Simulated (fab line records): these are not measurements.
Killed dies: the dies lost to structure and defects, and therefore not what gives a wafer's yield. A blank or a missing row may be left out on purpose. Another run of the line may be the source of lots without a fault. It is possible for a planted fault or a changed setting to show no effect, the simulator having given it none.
What tool caused it? :: flow n5Finfet :: Sampling: 12 lots, 34 wafers, 5 of 1938 route steps

WHAT THE GAUGES SHOWED, per wafer
The record lacks any reading of a measuring or inspecting step that a usual standard deviation could be used to judge.

TOOL THAT RAN EACH LOT (tool first, then ch and the chambers of the sampled wafers, then the start)
lot: L913
N5_HKMG_FIN_STRIP_92: rieDiel-02 ch 1,2,3, day 4 03:11
N5_HKMG_FIN_CMP_94: cmp-03 ch 1,2, day 4 06:55
N5_GATE_CUT_ETCH_56: rieMetal-03 ch 0,1, day 4 07:18
N5_GATE_CUT_CMP_02: cmp-03 ch 0,2,3, day 4 10:12
N5_PASSIVATION_PROBE_49: -

lot: L914
N5_HKMG_FIN_STRIP_92: rieDiel-02 ch 1,2,3, day 4 12:46
N5_HKMG_FIN_CMP_94: cmp-04 ch 0,1, day 4 16:29
N5_GATE_CUT_ETCH_56: rieMetal-03 ch 0,1, day 4 16:52
N5_GATE_CUT_CMP_02: cmp-02 ch 0,1,2, day 4 20:26
N5_PASSIVATION_PROBE_49: -

lot: L915
N5_HKMG_FIN_STRIP_92: rieDiel-03 ch 0,1,3, day 5 01:04
N5_HKMG_FIN_CMP_94: cmp-02 ch 0,2,3, day 5 04:59
N5_GATE_CUT_ETCH_56: rieMetal-02 ch 1, day 5 05:29
N5_GATE_CUT_CMP_02: cmp-03 ch 0,2,3, day 5 10:17
N5_PASSIVATION_PROBE_49: -

lot: L916
N5_HKMG_FIN_STRIP_92: rieDiel-03 ch 0,1,2, day 5 10:59
N5_HKMG_FIN_CMP_94: cmp-04 ch 0,2,3, day 5 14:47
N5_GATE_CUT_ETCH_56: rieMetal-02 ch 0,1, day 5 15:07
N5_GATE_CUT_CMP_02: cmp-02 ch 1,2,3, day 5 18:01
N5_PASSIVATION_PROBE_49: -

lot: L917
N5_HKMG_FIN_STRIP_92: rieDiel-04 ch 1,2, day 5 11:15
N5_HKMG_FIN_CMP_94: cmp-03 ch 0,3, day 5 14:57
N5_GATE_CUT_ETCH_56: rieMetal-01 ch 0,1, day 5 15:20
N5_GATE_CUT_CMP_02: cmp-02 ch 0,3, day 5 18:10
N5_PASSIVATION_PROBE_49: -

lot: L919
N5_HKMG_FIN_STRIP_92: rieDiel-02 ch 0,2,3, day 5 21:13
N5_HKMG_FIN_CMP_94: cmp-03 ch 2,3, day 6 01:00
N5_GATE_CUT_ETCH_56: rieMetal-02 ch 0,1, day 6 01:25
N5_GATE_CUT_CMP_02: cmp-01 ch 0,1,2, day 6 04:13
N5_PASSIVATION_PROBE_49: prober-01, day 13 22:59

lot: L920
N5_HKMG_FIN_STRIP_92: rieDiel-03 ch 0,1,2, day 6 00:53
N5_HKMG_FIN_CMP_94: cmp-04 ch 0,1,3, day 6 04:58
N5_GATE_CUT_ETCH_56: rieMetal-02 ch 0,1, day 6 05:18
N5_GATE_CUT_CMP_02: cmp-02 ch 1,2,3, day 6 08:08
N5_PASSIVATION_PROBE_49: -

lot: L921
N5_HKMG_FIN_STRIP_92: rieDiel-03 ch 1, day 6 06:35
N5_HKMG_FIN_CMP_94: cmp-02 ch 1, day 6 10:37
N5_GATE_CUT_ETCH_56: rieMetal-02 ch 0, day 6 10:55
N5_GATE_CUT_CMP_02: cmp-02 ch 3, day 6 13:52
N5_PASSIVATION_PROBE_49: -

lot: L929
N5_HKMG_FIN_STRIP_92: rieDiel-02 ch 0,1,2, day 8 08:41
N5_HKMG_FIN_CMP_94: cmp-02 ch 1,3, day 8 12:35
N5_GATE_CUT_ETCH_56: rieMetal-03 ch 0,1, day 8 12:57
N5_GATE_CUT_CMP_02: cmp-02 ch 0,2,3, day 8 17:17
N5_PASSIVATION_PROBE_49: -

lot: L930
N5_HKMG_FIN_STRIP_92: rieDiel-03 ch 0,3, day 8 15:52
N5_HKMG_FIN_CMP_94: cmp-04 ch 1,2,3, day 8 19:38
N5_GATE_CUT_ETCH_56: rieMetal-03 ch 0,1, day 8 20:01
N5_GATE_CUT_CMP_02: cmp-01 ch 1,2, day 8 22:50
N5_PASSIVATION_PROBE_49: -

lot: L936
N5_HKMG_FIN_STRIP_92: rieDiel-03 ch 0,1,2, day 9 19:58
N5_HKMG_FIN_CMP_94: cmp-04 ch 1,2,3, day 9 23:43
N5_GATE_CUT_ETCH_56: rieMetal-01 ch 0,1, day 10 00:04
N5_GATE_CUT_CMP_02: cmp-03 ch 0,1,3, day 10 03:03
N5_PASSIVATION_PROBE_49: -

lot: L935
N5_HKMG_FIN_STRIP_92: rieDiel-02 ch 0,2,3, day 9 22:11
N5_HKMG_FIN_CMP_94: cmp-04 ch 0,2,3, day 10 01:56
N5_GATE_CUT_ETCH_56: rieMetal-03 ch 0,1, day 10 02:17
N5_GATE_CUT_CMP_02: cmp-02 ch 0,1, day 10 05:21
N5_PASSIVATION_PROBE_49: -
- N5_HKMG_FIN_STRIP_92: strips SOC in N2/H2, time 20 s.
- N5_HKMG_FIN_CMP_94: polishes, stops on SiNx, t overpolish 4.7 s, target thk 43.299 nm.
- N5_GATE_CUT_ETCH_56: etches TiN in Cl2/Ar, target depth 21.6 nm.
- N5_GATE_CUT_CMP_02: polishes, stops on SiO2, t overpolish 12.7 s, target thk 0 nm.
- N5_PASSIVATION_PROBE_49

AS READ BY THE TOOLS THEMSELVES (means over the sampled wafers that have a number; for cases with no such wafer, the mark the record gives instead)
N5_HKMG_FIN_STRIP_92. Usual: drypumpMotorCurrentA 5.7 A, standard deviation 0.41; oesProductAu 0.77 a.u., standard deviation 0.074; rfVppV 54.3 V, standard deviation 0.84; showerheadPlenumPTorr 3.37 Torr, standard deviation 0.11; throttleValvePct 19.0 %, standard deviation 0.44.
lot: L913
tool: rieDiel-02
drypumpMotorCurrentA (A): 5.7
oesProductAu (a.u.): 0.74
rfVppV (V): 55.0
showerheadPlenumPTorr (Torr): 3.45
throttleValvePct (%): 19.3
flag: 

lot: L914
tool: rieDiel-02
drypumpMotorCurrentA (A): 5.7
oesProductAu (a.u.): 0.74
rfVppV (V): 53.7
showerheadPlenumPTorr (Torr): 3.45
throttleValvePct (%): 19.3
flag: 

lot: L915
tool: rieDiel-03
drypumpMotorCurrentA (A): 5.5
oesProductAu (a.u.): 0.79
rfVppV (V): 54.2
showerheadPlenumPTorr (Torr): 3.32
throttleValvePct (%): 19.1
flag: 

lot: L916
tool: rieDiel-03
drypumpMotorCurrentA (A): 5.5
oesProductAu (a.u.): 0.82
rfVppV (V): 54.1
showerheadPlenumPTorr (Torr): 3.39
throttleValvePct (%): 18.9
flag: 

lot: L917
tool: rieDiel-04
drypumpMotorCurrentA (A): 5.9
oesProductAu (a.u.): 0.71
rfVppV (V): 53.7
showerheadPlenumPTorr (Torr): 3.25
throttleValvePct (%): 18.8
flag: 

lot: L919
tool: rieDiel-02
drypumpMotorCurrentA (A): 5.4
oesProductAu (a.u.): 0.74
rfVppV (V): 54.4
showerheadPlenumPTorr (Torr): 3.34
throttleValvePct (%): 19.2
flag: 

lot: L920
tool: rieDiel-03
drypumpMotorCurrentA (A): 5.4
oesProductAu (a.u.): 0.81
rfVppV (V): 54.4
showerheadPlenumPTorr (Torr): 3.39
throttleValvePct (%): 18.9
flag: 

lot: L921
tool: rieDiel-03
drypumpMotorCurrentA (A): 5.3
oesProductAu (a.u.): 0.86
rfVppV (V): 54.1
showerheadPlenumPTorr (Torr): 3.42
throttleValvePct (%): 18.5
flag: 

lot: L929
tool: rieDiel-02
drypumpMotorCurrentA (A): 5.6
oesProductAu (a.u.): 0.70
rfVppV (V): 54.2
showerheadPlenumPTorr (Torr): 3.38
throttleValvePct (%): 19.2
flag: 

lot: L930
tool: rieDiel-03
drypumpMotorCurrentA (A): 5.7
oesProductAu (a.u.): 0.82
rfVppV (V): 54.8
showerheadPlenumPTorr (Torr): 3.42
throttleValvePct (%): 19.3
flag: 

lot: L936
tool: rieDiel-03
drypumpMotorCurrentA (A): 5.4
oesProductAu (a.u.): 0.78
rfVppV (V): 54.2
showerheadPlenumPTorr (Torr): 3.37
throttleValvePct (%): 19.0
flag: 

lot: L935
tool: rieDiel-02
drypumpMotorCurrentA (A): 5.4
oesProductAu (a.u.): 0.71
rfVppV (V): 53.8
showerheadPlenumPTorr (Torr): 3.33
throttleValvePct (%): 19.2
flag: 

N5_HKMG_FIN_CMP_94. Usual: motorCurrentA reads 11.8 A (standard deviation 0.95).
lot: L913
tool: cmp-03
motorCurrentA (A): 10.9
flag: 

lot: L914
tool: cmp-04
motorCurrentA (A): 11.5
flag: 

lot: L915
tool: cmp-02
motorCurrentA (A): 12.0
flag: 

lot: L916
tool: cmp-04
motorCurrentA (A): 11.7
flag: 

lot: L917
tool: cmp-03
motorCurrentA (A): 11.9
flag: 

lot: L919
tool: cmp-03
motorCurrentA (A): 11.7
flag: 

lot: L920
tool: cmp-04
motorCurrentA (A): 11.4
flag: 

lot: L921
tool: cmp-02
motorCurrentA (A): 12.2
flag: 

lot: L929
tool: cmp-02
motorCurrentA (A): 11.0
flag: 

lot: L930
tool: cmp-04
motorCurrentA (A): 11.5
flag: 

lot: L936
tool: cmp-04
motorCurrentA (A): 11.5
flag: 

lot: L935
tool: cmp-04
motorCurrentA (A): 11.9
flag: 

N5_GATE_CUT_ETCH_56. Usual: biasW 60.01 W, standard deviation 0.18; drypumpMotorCurrentA 5.9 A, standard deviation 0.43; oesProductAu 0.74 a.u., standard deviation 0.11; throttleValvePct 20.89 %, standard deviation 0.19.
lot: L913
tool: rieMetal-03
biasW (W): 60.17
drypumpMotorCurrentA (A): 5.5
oesProductAu (a.u.): 0.77
throttleValvePct (%): 21.11
flag: 

lot: L914
tool: rieMetal-03
biasW (W): 60.21
drypumpMotorCurrentA (A): 5.6
oesProductAu (a.u.): 0.73
throttleValvePct (%): 20.99
flag: 

lot: L915
tool: rieMetal-02
biasW (W): 60.04
drypumpMotorCurrentA (A): 6.4
oesProductAu (a.u.): 0.64
throttleValvePct (%): 20.67
flag: 

lot: L916
tool: rieMetal-02
biasW (W): 59.85
drypumpMotorCurrentA (A): 6.4
oesProductAu (a.u.): 0.75
throttleValvePct (%): 20.74
flag: 

lot: L917
tool: rieMetal-01
biasW (W): 60.03
drypumpMotorCurrentA (A): 5.5
oesProductAu (a.u.): 0.68
throttleValvePct (%): 20.81
flag: 

lot: L919
tool: rieMetal-02
biasW (W): 60.06
drypumpMotorCurrentA (A): 6.4
oesProductAu (a.u.): 0.74
throttleValvePct (%): 20.74
flag: 

lot: L920
tool: rieMetal-02
biasW (W): 55.34
drypumpMotorCurrentA (A): 6.3
oesProductAu (a.u.): 0.82
throttleValvePct (%): 20.81
flag: OFF

lot: L921
tool: rieMetal-02
biasW (W): 53.09
drypumpMotorCurrentA (A): 6.4
oesProductAu (a.u.): 0.91
throttleValvePct (%): 20.87
flag: OFF

lot: L929
tool: rieMetal-03
biasW (W): 60.17
drypumpMotorCurrentA (A): 5.5
oesProductAu (a.u.): 0.74
throttleValvePct (%): 21.13
flag: 

lot: L930
tool: rieMetal-03
biasW (W): 59.87
drypumpMotorCurrentA (A): 5.5
oesProductAu (a.u.): 0.74
throttleValvePct (%): 21.13
flag: 

lot: L936
tool: rieMetal-01
biasW (W): 60.17
drypumpMotorCurrentA (A): 5.4
oesProductAu (a.u.): 0.67
throttleValvePct (%): 20.81
flag: 

lot: L935
tool: rieMetal-03
biasW (W): 60.06
drypumpMotorCurrentA (A): 5.5
oesProductAu (a.u.): 0.73
throttleValvePct (%): 21.14
flag: 

N5_GATE_CUT_CMP_02. Usual: motorCurrentA 8.8 A, standard deviation 0.76; overpolishRunS 12.700 s, standard deviation 0.0092; timeToEndpointS 25.8 s, standard deviation 2.2.
lot: L913
tool: cmp-03
motorCurrentA (A): 9.2
overpolishRunS (s): 12.702
timeToEndpointS (s): 26.4
flag: 

lot: L914
tool: cmp-02
motorCurrentA (A): 9.4
overpolishRunS (s): 12.702
timeToEndpointS (s): 26.6
flag: 

lot: L915
tool: cmp-03
motorCurrentA (A): 9.4
overpolishRunS (s): 12.709
timeToEndpointS (s): 25.7
flag: 

lot: L916
tool: cmp-02
motorCurrentA (A): 9.0
overpolishRunS (s): 12.690
timeToEndpointS (s): 27.7
flag: 

lot: L917
tool: cmp-02
motorCurrentA (A): 9.0
overpolishRunS (s): 12.695
timeToEndpointS (s): 25.3
flag: 

lot: L919
tool: cmp-01
motorCurrentA (A): 8.3
overpolishRunS (s): 12.700
timeToEndpointS (s): 28.4
flag: 

lot: L920
tool: cmp-02
motorCurrentA (A): 8.7
overpolishRunS (s): 12.688
timeToEndpointS (s): 25.4
flag: 

lot: L921
tool: cmp-02
motorCurrentA (A): 7.8
overpolishRunS (s): 12.704
timeToEndpointS (s): 24.1
flag: 

lot: L929
tool: cmp-02
motorCurrentA (A): 9.2
overpolishRunS (s): 12.702
timeToEndpointS (s): 28.3
flag: 

lot: L930
tool: cmp-01
motorCurrentA (A): 8.7
overpolishRunS (s): 12.692
timeToEndpointS (s): 23.1
flag: 

lot: L936
tool: cmp-03
motorCurrentA (A): 8.7
overpolishRunS (s): 12.693
timeToEndpointS (s): 25.8
flag: 

lot: L935
tool: cmp-02
motorCurrentA (A): 9.5
overpolishRunS (s): 12.704
timeToEndpointS (s): 28.2
flag: 

N5_PASSIVATION_PROBE_49. Usual: killed_at_M0_to_M3 37, standard deviation 12; killed_at_M4_up 14, standard deviation 5.3; killedAtContacts 12, standard deviation 6.2; killedAtFrontEnd 41, standard deviation 11; killedAtOther 3.7, standard deviation 2.9; killedDies 107, standard deviation 17; killedOpen 71, standard deviation 12; killedShort 34, standard deviation 7.9.
lot: L919
tool: prober-01
killed_at_M0_to_M3: 39
killed_at_M4_up: 15
killedAtContacts: 13
killedAtFrontEnd: 33
killedAtOther: 2.3
killedDies: 101
killedOpen: 71
killedShort: 30
flag: 

THE ANSWER, worked out from the rows above alone
Rule: a lot is off if the mean of its wafers that have a number lies more than 3 standard deviations from the usual mean. A lot without any number at a reading at which 4 lots or more have one is off too. Any other lot the step has rows for is counted as sound. After the gauges, taken in route order, come the tools' own readings; for these a lot's mean is taken, as printed above. At the first step where some lot is off, the reading lying furthest off is the one used; lots without a number count as furthest.
Off: L920, L921, at N5_GATE_CUT_ETCH_56 (biasW).
A tool fits if, at that step or a process step before it, it ran every lot that is off, and no sound lot after the first of them. One candidate fits, namely rieMetal-02 at N5_GATE_CUT_ETCH_56. A fault onset in the window from L919 (day 6 01:25, its last sound lot) to L920 (day 6 05:18, its first lot off) fits.
The tool's own readings at N5_GATE_CUT_ETCH_56 bear it out: on the lots that are off they differ by more than 5 times the standard deviation of the sound lots' means. biasW reads 54.22 W there against 60.06 W on the sound lots.

WHAT WAS PUT IN BY THE SIMULATOR
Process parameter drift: rieMetal-02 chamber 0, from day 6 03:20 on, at N5_GATE_CUT_ETCH_56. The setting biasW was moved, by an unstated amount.
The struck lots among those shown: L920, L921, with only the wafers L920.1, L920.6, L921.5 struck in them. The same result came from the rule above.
